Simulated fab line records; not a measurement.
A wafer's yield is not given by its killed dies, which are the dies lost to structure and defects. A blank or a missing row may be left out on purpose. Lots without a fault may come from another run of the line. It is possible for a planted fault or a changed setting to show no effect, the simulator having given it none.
fab line records	flow nandHarc	part 1 of 2: steps 1 to 28 of 39
record lots=5	wafers=15	lastDay=33
route steps=1302 shown A_BLC@1126 A_M0@1137
lots untouched by any fault: they come from a run of this same line in which no faults occurred
startH: hours from the record's first day to the start of the lot's first wafer shown	waitH: hours elapsed since this lot's preceding step	" identical to the entry in the row above	L1.1+2: several wafers, shown together as one row	- no value present, or no start provided	* or withheld: withheld	< > ~ a bound
route shown NAME@n: names a module that has steps shown in the file, with the first one's number in the route	usual: average and standard deviation across the fault-free wafers	same: alike in all rows	chamber/n: place in a boat	sites: per-site readings	_std_site: how widely they spread, as a standard deviation	_edge_site: inner sites' mean taken away from outer sites' mean	radiusMm: how far each site lies from the wafer's centre	mask NAME#n: copy n	behind: the tool/chamber that last shaped the wafer	hold: the reason the lot was held/the length of the hold in hours/how it ended	device: the transistor (n, p or np) that didn't switch	end of line: the tests these same wafers got at the end of their route	a step without rows: its recipe alone	killed: dies that structure and defects cost at the first sort, which is not the same as the wafer's yield	map: per-die view of a wafer (x killed, . not killed, _ where there is no die)
set.NAME: the setting that was run; set.NAME@STEP: the one run at that earlier step	model.NAME: the simulator's own value behind a step, which no gauge read
lots at selected steps of the route; one table per step, one row per wafer
services: a tool's chamber out of use, with start hour (startH, from the record's first day; less than 0 if before it), hours out, and reason
## steps
# step NHARC_A_BLC_STRIP_21
# recipe o2FlowSccm=500	arFlowSccm=0	biasW=0	chemistry=O2
# usual drypumpMotorCurrentA=5.6/0.39	oesProductAu=0.993/0.014	rfVppV=57.6/0.87	showerheadPlenumPTorr=3.51/0.12	throttleValvePct=17.036/0.009
lot.wafer	tool	chamber	startH	waitH	drypumpMotorCurrentA	oesProductAu	rfHoursCounterH	rfVppV	showerheadPlenumPTorr	throttleValvePct
L081.3	rieDiel-09	1	605.44	0.1	5.9	0.986	30	57.5	3.38	17.046
L081.1	"	0	"	"	6.0	0.984	31	58.2	3.73	17.028
L081.6	"	1	"	"	5.9	1.000	-	57.7	3.38	17.036
L084.1	rieDiel-09	0	609.75	0.1	6.1	0.984	32	58.3	3.73	17.029
L084.2	"	1	"	"	6.0	0.982	31	57.2	3.38	17.021
L084.4	"	2	"	"	6.2	0.972	35	57.2	3.61	17.021
L085.2	rieDiel-06	2	631.85	0.1	6.0	0.985	9	57.6	3.42	17.034
L085.3	"	3	"	"	5.2	1.008	8	56.7	3.35	17.045
L085.4	"	0	"	"	5.4	0.975	8	58.2	3.69	17.042
L093.4	rieDiel-06	2	708.69	0.1	6.0	0.981	2	59.2	3.42	17.042
L093.2	"	3	"	"	5.3	0.994	2	57.3	3.35	17.050
L093.5	"	1	"	"	5.8	0.989	-	56.4	3.51	17.012
L096.4	rieDiel-06	1	738.63	0.1	5.8	0.993	4	57.0	3.51	17.047
L096.6	"	1	"	"	5.8	0.994	-	57.5	3.51	17.023
L096.5	"	2	"	"	6.0	0.970	-	58.5	3.42	17.033
# step NHARC_A_BLC_STRIP_22
# recipe timeS=600	tempC=30	chemistry=postEtchResidueRemover
lot.wafer	tool	chamber	startH	waitH
L081.1+3+6	wetBench-05	7,1,2	605.59	-
L084.2+1+4	wetBench-04	0,2,3	609.90	-
L085.4+3+2	wetBench-04	0,2,4	631.99	-
L093.2+4+5	wetBench-04	7,0,1	708.83	-
L096.6+5+4	wetBench-04	5,7,2	738.78	-
# step NHARC_A_BLC_DEGAS_30
# recipe tempC=300	timeS=60
# usual heaterPowerW=491/49
lot.wafer	tool	chamber	startH	waitH	heaterPowerW
L081.3	pvdSputter-01	-	605.85	-	556
L081.1	"	-	"	"	472
L081.6	"	-	"	"	535
L084.4	pvdSputter-01	-	610.17	-	409
L084.1	"	-	"	"	559
L084.2	"	-	"	"	530
L085.4	pvdSputter-01	-	632.26	-	559
L085.2	"	-	"	"	411
L085.3	"	-	"	"	459
L093.2	pvdSputter-01	-	709.13	-	431
L093.4	"	-	"	"	465
L093.5	"	-	"	"	553
L096.4	pvdSputter-01	-	739.07	-	411
L096.5	"	-	"	"	459
L096.6	"	-	"	"	549
# step NHARC_A_BLC_PRE_CLEAN_31
# recipe timeS=15	biasV=250	gas=Ar
lot.wafer	tool	chamber	startH	waitH
L081.3+1+6	pvdSputter-01	-	-	-
L084.2+1+4	pvdSputter-01	-	-	-
L085.3+4+2	pvdSputter-01	-	-	-
L093.4+2+5	pvdSputter-01	-	-	-
L096.4+6+5	pvdSputter-01	-	-	-
# step NHARC_A_BLC_PVD_32
# recipe targetThkA=50	chamberPressurePa=5	powerW=5000	substrateTempC=200	timeS=17.7	material=Ti
# usual throttleValvePct=30.3/0.66
lot.wafer	tool	chamber	startH	waitH	throttleValvePct
L081.1	pvdSputter-01	-	-	-	30.8
L081.3	"	-	"	"	30.7
L081.6	"	-	"	"	30.8
L084.1	pvdSputter-01	-	-	-	30.8
L084.2	"	-	"	"	30.8
L084.4	"	-	"	"	29.7
L085.3	pvdSputter-01	-	-	-	30.9
L085.4	"	-	"	"	30.2
L085.2	"	-	"	"	30.7
L093.2	pvdSputter-01	-	-	-	31.2
L093.4	"	-	"	"	29.8
L093.5	"	-	"	"	30.1
L096.4	pvdSputter-01	-	-	-	29.8
L096.6	"	-	"	"	30.7
L096.5	"	-	"	"	29.7
# step NHARC_A_BLC_ALD_23
# recipe targetThkA=30	pulseTimeS=1	aldCycles=150	tempC=450	material=TiN
# usual heaterPowerW=1090/89	precursorPulseHeightRel=1.002/0.02
# same pulseTimeS=1
lot.wafer	tool	chamber	startH	waitH	heaterPowerW	precursorPulseHeightRel
L081.1	aldMetal-04	2	606.14	-	1130	1.030
L081.3	"	3	"	"	1098	1.002
L081.6	"	0	"	"	1145	0.993
L084.1	aldMetal-04	3	610.41	-	1105	1.024
L084.2	"	0	"	"	1113	0.975
L084.4	"	1	"	"	1022	1.055
L085.4	aldMetal-04	2	632.50	-	1119	0.998
L085.3	"	3	"	"	1129	0.992
L085.2	"	0	"	"	1112	0.997
L093.2	aldMetal-03	3	709.42	-	996	0.998
L093.4	"	2	"	"	1046	0.986
L093.5	"	3	"	"	1032	0.986
L096.4	aldMetal-04	1	739.38	-	970	1.005
L096.5	"	0	"	"	1147	0.974
L096.6	"	1	"	"	990	0.995
# step NHARC_A_BLC_CVD_24
# recipe targetThkA=1500	tempC=300	pressureTorr=40	wf6FlowSccm=40	h2FlowSccm=1600	arFlowSccm=1560	timeS=434	material=W
# usual heaterPowerW=497/22	throttleValvePct=7.82/0.29
lot.wafer	tool	chamber	startH	waitH	heaterPowerW	throttleValvePct
L081.1	cvdW-02	0	-	-	495	7.56
L081.3	"	0	"	"	471	7.96
L081.6	"	1	"	"	497	7.39
L084.1	cvdW-02	0	-	-	478	8.01
L084.2	"	1	"	"	494	7.72
L084.4	"	1	"	"	503	7.80
L085.2	cvdW-01	1	-	-	522	8.54
L085.3	"	0	"	"	539	7.80
L085.4	"	1	"	"	530	8.45
L093.2	cvdW-02	1	-	-	468	7.52
L093.4	"	0	"	"	499	7.74
L093.5	"	0	"	"	509	7.70
L096.4	cvdW-02	0	-	-	503	7.51
L096.5	"	1	"	"	477	7.56
L096.6	"	0	"	"	501	7.80
# step NHARC_A_BLC_CMP_25
# recipe tOverpolishS=30	targetThkNm=150
# usual motorCurrentA=12.0/1.1	overpolishRunS=30.000/0.0089	slurryFilterDpKPa=13.50/0.14	timeToEndpointS=29.3/2.5
lot.wafer	tool	chamber	startH	waitH	motorCurrentA	overpolishRunS	slurryFilterDpKPa	timeToEndpointS
L081.3	cmp-01	1	606.82	0.3	11.4	30.005	13.68	32.0
L081.1	"	0	"	"	10.4	29.990	13.50	31.6
L081.6	"	2	"	"	12.6	30.001	13.50	31.2
L084.1	cmp-02	2	611.14	0.5	11.7	30.004	13.52	27.8
L084.4	"	0	"	"	14.5	30.005	13.39	29.8
L084.2	"	1	"	"	12.8	29.999	13.50	29.1
L085.4	cmp-01	3	633.24	0.2	11.6	29.994	13.63	25.9
L085.3	"	0	"	"	10.1	29.997	13.43	25.6
L085.2	"	2	"	"	12.0	30.009	13.65	26.0
L093.2	cmp-02	3	710.20	0.5	10.7	29.988	13.41	28.6
L093.4	"	0	"	"	14.2	29.992	13.34	34.3
L093.5	"	2	"	"	12.0	29.998	13.42	30.6
L096.4	cmp-02	3	740.73	0.3	11.0	30.005	13.43	27.3
L096.6	"	0	"	"	14.6	30.010	13.46	29.0
L096.5	"	1	"	"	12.3	29.999	13.59	26.7
# step NHARC_A_BLC_SRD_27
lot.wafer	tool	chamber	startH	waitH
L081.6+3+1	wetBench-05	5,6,0	607.15	0.0
L084.4+1+2	wetBench-04	3,4,5	611.46	0.0
L085.4+3+2	wetBench-05	6,7,1	633.56	0.0
L093.4+2+5	wetBench-04	2,3,4	710.48	0.0
L096.4+6+5	wetBench-04	7,0,4	740.98	0.0
# step NHARC_A_BLC_INSPECT_28
# usual rawDefectCount=557/150
lot.wafer	tool	chamber	startH	waitH	rawDefectCount
L081.1	defectInspect-01	-	607.22	0.1	386
L081.3	"	-	"	"	482
L081.6	"	-	"	"	408
L084.1	defectInspect-02	-	611.53	0.1	702
L084.2	"	-	"	"	636
L084.4	"	-	"	"	825
L085.2	defectInspect-02	-	633.64	0.1	577
L085.3	"	-	"	"	724
L085.4	"	-	"	"	726
L093.2	defectInspect-01	-	710.56	0.1	562
L093.4	"	-	"	"	849
L093.5	"	-	"	"	642
L096.4	defectInspect-02	-	741.06	0.1	750
L096.5	"	-	"	"	527
L096.6	"	-	"	"	525
# step NHARC_A_M0_DEP_00
# recipe targetThkA=1500	targetThkNm=150	tempC=withheld	pressureTorr=5	flowSccm=200	rfW=600	material=SiOC
lot.wafer	tool	chamber	startH	waitH
L081.1+3+6	pecvd-03	1,2,2	607.29	0.1
L084.2+1+4	pecvd-03	1,2,0	611.65	0.1
L085.3+2+4	pecvd-03	2,0,0	633.75	0.1
L093.2+5+4	pecvd-04	0,0,1	710.72	0.2
L096.6+4+5	pecvd-03	2,0,1	741.27	0.2
# step NHARC_A_M0_DEHYDRATE_01
# recipe tempC=150	timeS=120
lot.wafer	tool	chamber	startH	waitH
L081.1+3+6	lithoTrack-01	0	607.69	-
L084.1+2+4	lithoTrack-04	0	612.01	-
L085.2+3+4	lithoTrack-06	0	634.11	-
L093.2+4+5	lithoTrack-01	0	711.13	-
L096.4+5+6	lithoTrack-04	0	741.54	-
# step NHARC_A_M0_HMDS_02
# recipe timeS=30
lot.wafer	tool	chamber	startH	waitH
L081.1+3+6	lithoTrack-01	0	-	-
L084.1+2+4	lithoTrack-04	0	-	-
L085.2+3+4	lithoTrack-06	0	-	-
L093.2+4+5	lithoTrack-01	0	-	-
L096.4+5+6	lithoTrack-04	0	-	-
# step NHARC_A_M0_COAT_33
# recipe tempC=200	timeS=65
lot.wafer	tool	chamber	startH	waitH
L081.1+3+6	lithoTrack-01	0	-	-
L084.1+2+4	lithoTrack-04	0	-	-
L085.2+3+4	lithoTrack-06	0	-	-
L093.2+4+5	lithoTrack-01	0	-	-
L096.4+5+6	lithoTrack-04	0	-	-
# step NHARC_A_M0_COAT_03
# recipe spinRpm=1500	resistThkNm=90
lot.wafer	tool	chamber	startH	waitH
L081.1+3+6	lithoTrack-01	0	-	-
L084.1+2+4	lithoTrack-04	0	-	-
L085.2+3+4	lithoTrack-06	0	-	-
L093.2+4+5	lithoTrack-01	0	-	-
L096.4+5+6	lithoTrack-04	0	-	-
# step NHARC_A_M0_SOFTBAKE_04
# recipe tempC=105	timeS=55
lot.wafer	tool	chamber	startH	waitH
L081.1+3+6	lithoTrack-01	0	-	-
L084.1+2+4	lithoTrack-04	0	-	-
L085.2+3+4	lithoTrack-06	0	-	-
L093.2+4+5	lithoTrack-01	0	-	-
L096.4+5+6	lithoTrack-04	0	-	-
# step NHARC_A_M0_EBR_05
lot.wafer	tool	chamber	startH	waitH
L081.1+3+6	lithoTrack-01	0	-	-
L084.1+2+4	lithoTrack-04	0	-	-
L085.2+3+4	lithoTrack-06	0	-	-
L093.2+4+5	lithoTrack-01	0	-	-
L096.4+5+6	lithoTrack-04	0	-	-
# step NHARC_A_M0_EXPOSE_06
# recipe na=1.35	targetCdNm=80	doseMj=83.25	maskId=A_M0
lot.wafer	tool	chamber	startH	waitH	mask
L081.1+3+6	arfiScanner-01	0	607.98	-	A_M0#0
L084.1+2+4	arfiScanner-03	0	612.30	-	A_M0#0
L085.2+3+4	arfiScanner-03	0	634.28	-	A_M0#0
L093.2+4+5	arfiScanner-03	0	711.42	-	A_M0#0
L096.4+5+6	arfiScanner-01	0	741.84	-	A_M0#0
# step NHARC_A_M0_PEB_07
# recipe pebTempC=100	pebTimeS=65
lot.wafer	tool	chamber	startH	waitH
L081.1+3+6	lithoTrack-04	0	608.04	0.1
L084.1+2+4	lithoTrack-06	0	612.36	0.1
L085.2+3+4	lithoTrack-01	0	634.33	0.1
L093.2+4+5	lithoTrack-01	0	711.48	0.1
L096.4+5+6	lithoTrack-01	0	741.89	0.0
# step NHARC_A_M0_DEVELOP_08
# recipe developTimeS=35	devTempC=23
lot.wafer	tool	chamber	startH	waitH
L081.1+3+6	lithoTrack-04	0	-	-
L084.1+2+4	lithoTrack-06	0	-	-
L085.2+3+4	lithoTrack-01	0	-	-
L093.2+4+5	lithoTrack-01	0	-	-
L096.4+5+6	lithoTrack-01	0	-	-
# step NHARC_A_M0_CD_MEAS_09
# recipe targetCdNm=80	landingEnergyEv=500
# usual cdNm=80.2/0.66
lot.wafer	tool	chamber	startH	waitH	cdNm
L081.1	cdSem-03	0	608.12	-	80.0
L081.3	"	0	"	"	79.7
L081.6	"	0	"	"	80.6
L084.1	cdSem-03	0	612.44	-	80.9
L084.2	"	0	"	"	80.3
L084.4	"	0	"	"	79.3
L085.2	cdSem-03	0	634.41	-	80.0
L085.3	"	0	"	"	80.0
L085.4	"	0	"	"	79.0
L093.2	cdSem-03	0	711.56	-	80.2
L093.4	"	0	"	"	80.1
L093.5	"	0	"	"	79.0
L096.4	cdSem-01	0	741.97	-	79.5
L096.5	"	0	"	"	78.9
L096.6	"	0	"	"	79.0
# step NHARC_A_M0_OVL_MEAS_10
# recipe pitchNm=160
# usual overlayXNm=0.0/0.66	overlayYNm=0.0/0.84
lot.wafer	tool	chamber	startH	waitH	overlayXNm	overlayYNm
L081.1	overlay-02	-	608.21	-	0.8	-0.9
L081.3	"	-	"	"	0.6	0.2
L081.6	"	-	"	"	0.2	-0.3
L084.1	overlay-02	-	612.53	-	0.1	0.3
L084.2	"	-	"	"	0.1	0.2
L084.4	"	-	"	"	0.0	0.9
L085.2	overlay-02	-	634.50	-	-0.2	0.3
L085.3	"	-	"	"	0.1	0.6
L085.4	"	-	"	"	0.0	0.3
L093.2	overlay-01	-	711.64	-	0.1	-1.2
L093.4	"	-	"	"	-0.3	-0.6
L093.5	"	-	"	"	0.0	-1.1
L096.4	overlay-01	-	742.05	-	0.0	-0.2
L096.5	"	-	"	"	-0.7	-0.6
L096.6	"	-	"	"	-0.5	-0.1
# step NHARC_A_M0_INSPECT_11
# usual rawDefectCount=85/34
lot.wafer	tool	chamber	startH	waitH	rawDefectCount
L081.1	defectInspect-01	-	608.24	0.0	68
L081.3	"	-	"	"	66
L081.6	"	-	"	"	58
L084.1	defectInspect-02	-	612.56	0.0	102
L084.2	"	-	"	"	100
L084.4	"	-	"	"	98
L085.2	defectInspect-02	-	634.54	0.0	82
L085.3	"	-	"	"	45
L085.4	"	-	"	"	79
L093.2	defectInspect-02	-	711.68	0.0	74
L093.4	"	-	"	"	88
L093.5	"	-	"	"	73
L096.4	defectInspect-01	-	742.09	0.0	91
L096.5	"	-	"	"	81
L096.6	"	-	"	"	81
# step NHARC_A_M0_DESCUM_14
# recipe timeS=3	o2FlowSccm=200	arFlowSccm=0	biasPowerW=0	chemistry=O2
# usual drypumpMotorCurrentA=5.8/0.39	oesProductAu=1.000/0.014	rfVppV=57.9/0.97	showerheadPlenumPTorr=1.93/0.086	throttleValvePct=11.311/0.0093
lot.wafer	tool	chamber	startH	waitH	drypumpMotorCurrentA	oesProductAu	rfHoursCounterH	rfVppV	showerheadPlenumPTorr	throttleValvePct
L081.3	rieDiel-02	1	608.31	0.1	5.3	1.019	0.3	57.0	1.80	11.315
L081.1	"	2	"	"	5.6	0.994	0.3	58.6	2.00	11.313
L081.6	"	0	"	"	5.7	0.985	-	58.0	1.82	11.309
L084.2	rieDiel-01	3	612.62	0.1	5.8	0.994	2.6	58.2	1.96	11.306
L084.4	"	1	"	"	6.4	1.023	2.5	56.9	1.96	11.307
L084.1	"	2	"	"	5.5	0.985	2.9	57.2	1.92	11.303
L085.4	rieDiel-11	0	634.61	0.1	5.1	0.980	0.3	57.2	1.97	11.305
L085.2	"	1	"	"	5.4	0.996	0.4	54.9	1.84	11.319
L085.3	"	2	"	"	6.3	0.991	0.4	57.4	1.93	11.312
L093.2	rieDiel-01	0	711.75	0.1	5.8	0.996	7.2	58.5	2.03	11.319
L093.4	"	2	"	"	5.5	1.001	7.3	57.2	1.92	11.304
L093.5	"	0	"	"	5.8	1.001	-	57.8	2.03	11.309
L096.4	rieDiel-11	2	742.16	0.1	6.3	1.005	6.4	58.8	1.93	11.316
L096.6	"	1	"	"	5.4	1.012	-	57.9	1.84	11.306
L096.5	"	2	"	"	6.2	1.005	-	60.6	1.93	11.307
# step NHARC_A_M0_ETCH_34
# recipe targetDepthA=400	overetchA=120	timeS=43.94	ionEnergyEv=200	n2FlowSccm=150	h2FlowSccm=150	arFlowSccm=0	rfW=400	biasW=150	chemistry=N2/H2
# usual drypumpMotorCurrentA=5.8/0.39	oesProductAu=1.000/0.014	rfVppV=431.1/2.8	showerheadPlenumPTorr=2.06/0.094	throttleValvePct=14.170/0.0092
lot.wafer	tool	chamber	startH	waitH	drypumpMotorCurrentA	oesProductAu	rfHoursCounterH	rfVppV	showerheadPlenumPTorr	throttleValvePct
L081.1	rieDiel-02	3	608.40	0.1	5.9	0.981	0.4	427.4	1.89	14.168
L081.3	"	0	"	"	5.7	0.981	0.3	429.2	1.93	14.164
L081.6	"	2	"	"	5.7	1.010	-	432.8	2.13	14.178
L084.4	rieDiel-01	2	612.71	0.1	5.5	0.993	2.9	430.5	2.05	14.166
L084.2	"	3	"	"	5.8	0.998	2.6	432.7	2.09	14.176
L084.1	"	1	"	"	6.4	1.007	2.5	432.9	2.09	14.164
L085.3	rieDiel-11	2	634.69	0.1	6.2	1.003	0.4	430.2	2.06	14.178
L085.2	"	3	"	"	6.3	1.019	0.3	437.2	2.20	14.161
L085.4	"	0	"	"	5.1	0.977	0.3	431.9	2.10	14.169
L093.2	rieDiel-01	3	711.83	0.1	5.8	0.995	7.8	432.6	2.09	14.177
L093.4	"	2	"	"	5.5	0.991	7.3	430.8	2.05	14.162
L093.5	"	3	"	"	5.8	0.995	-	433.0	2.09	14.170
L096.4	rieDiel-11	0	742.25	0.1	5.1	0.980	5.9	432.2	2.10	14.170
L096.6	"	1	"	"	5.5	1.007	-	428.2	1.95	14.188
L096.5	"	2	"	"	6.3	1.005	-	432.0	2.06	14.177
# step NHARC_A_M0_ETCH_15
# recipe targetDepthA=1500	overetchA=150	timeS=82.5	c4f8FlowSccm=withheld	arFlowSccm=400	rfW=600	biasW=300	chemistry=C4F8/Ar
# usual oesProductAu=0.949/0.025	rfVppV=441.2/2.9
lot.wafer	tool	chamber	startH	waitH	oesProductAu	rfHoursCounterH	rfVppV
L081.3	rieDiel-02	2	-	-	0.970	0.3	442.0
L081.1	"	3	"	"	0.970	0.4	435.9
L081.6	"	2	"	"	0.981	-	443.2
L084.2	rieDiel-01	3	-	-	0.960	2.6	442.6
L084.4	"	0	"	"	0.953	2.4	444.9
L084.1	"	1	"	"	0.997	2.5	443.4
L085.4	rieDiel-11	3	-	-	0.966	0.3	445.1
L085.2	"	0	"	"	0.942	0.3	443.7
L085.3	"	1	"	"	0.959	0.5	436.9
L093.4	rieDiel-01	2	-	-	0.931	7.4	441.3
L093.2	"	3	"	"	0.922	7.8	442.0
L093.5	"	2	"	"	0.913	-	440.6
L096.4	rieDiel-11	2	-	-	0.951	6.4	443.2
L096.5	"	1	"	"	0.947	-	437.2
L096.6	"	2	"	"	0.931	-	440.1
# step NHARC_A_M0_CD_MEAS_16
# usual cdNm=80.4/1
lot.wafer	tool	chamber	startH	waitH	cdNm
L081.1	cdSem-02	-	608.61	-	79.0
L081.3	"	-	"	"	78.6
L081.6	"	-	"	"	80.7
L084.1	cdSem-02	-	612.92	-	80.4
L084.2	"	-	"	"	80.5
L084.4	"	-	"	"	79.3
L085.2	cdSem-03	-	634.90	-	79.8
L085.3	"	-	"	"	79.4
L085.4	"	-	"	"	79.4
L093.2	cdSem-02	-	712.04	-	81.7
L093.4	"	-	"	"	80.1
L093.5	"	-	"	"	80.7
L096.4	cdSem-02	-	742.45	-	78.6
L096.5	"	-	"	"	79.3
L096.6	"	-	"	"	77.8
# step NHARC_A_M0_STRIP_18
# recipe powerW=1000	n2FlowSccm=150	h2FlowSccm=150	arFlowSccm=0	biasW=0	chemistry=N2/H2
# usual drypumpMotorCurrentA=5.8/0.37	oesProductAu=0.999/0.015	rfVppV=90.8/1	showerheadPlenumPTorr=2.06/0.094	throttleValvePct=14.172/0.009
lot.wafer	tool	chamber	startH	waitH	drypumpMotorCurrentA	oesProductAu	rfHoursCounterH	rfVppV	showerheadPlenumPTorr	throttleValvePct
L081.1	rieDiel-02	0	608.71	0.1	5.7	0.972	0.4	90.2	1.93	14.166
L081.3	"	2	"	"	5.7	1.005	0.4	91.3	2.13	14.176
L081.6	"	0	"	"	5.7	0.976	-	91.2	1.93	14.176
L084.1	rieDiel-01	2	613.00	0.1	5.5	0.990	3.0	91.4	2.05	14.170
L084.2	"	3	"	"	5.8	1.001	2.7	89.8	2.09	14.190
L084.4	"	0	"	"	5.8	0.987	2.4	92.1	2.17	14.168
L085.2	rieDiel-02	3	634.97	0.1	5.9	0.996	2.8	90.2	1.89	14.158
L085.3	"	2	"	"	5.6	0.988	2.5	90.2	2.13	14.167
L085.4	"	3	"	"	5.9	0.988	-	88.8	1.89	14.170
L093.2	rieDiel-11	3	712.14	0.1	6.3	1.024	3.9	91.4	2.20	14.158
L093.4	"	0	"	"	5.1	0.979	4.1	90.9	2.10	14.170
L093.5	"	2	"	"	6.3	1.008	-	90.2	2.06	14.174
L096.4	rieDiel-02	1	742.60	0.1	5.3	1.042	5.5	89.2	1.91	14.181
L096.6	"	2	"	"	5.6	0.994	-	91.6	2.13	14.174
L096.5	"	3	"	"	5.9	0.992	-	88.6	1.89	14.162
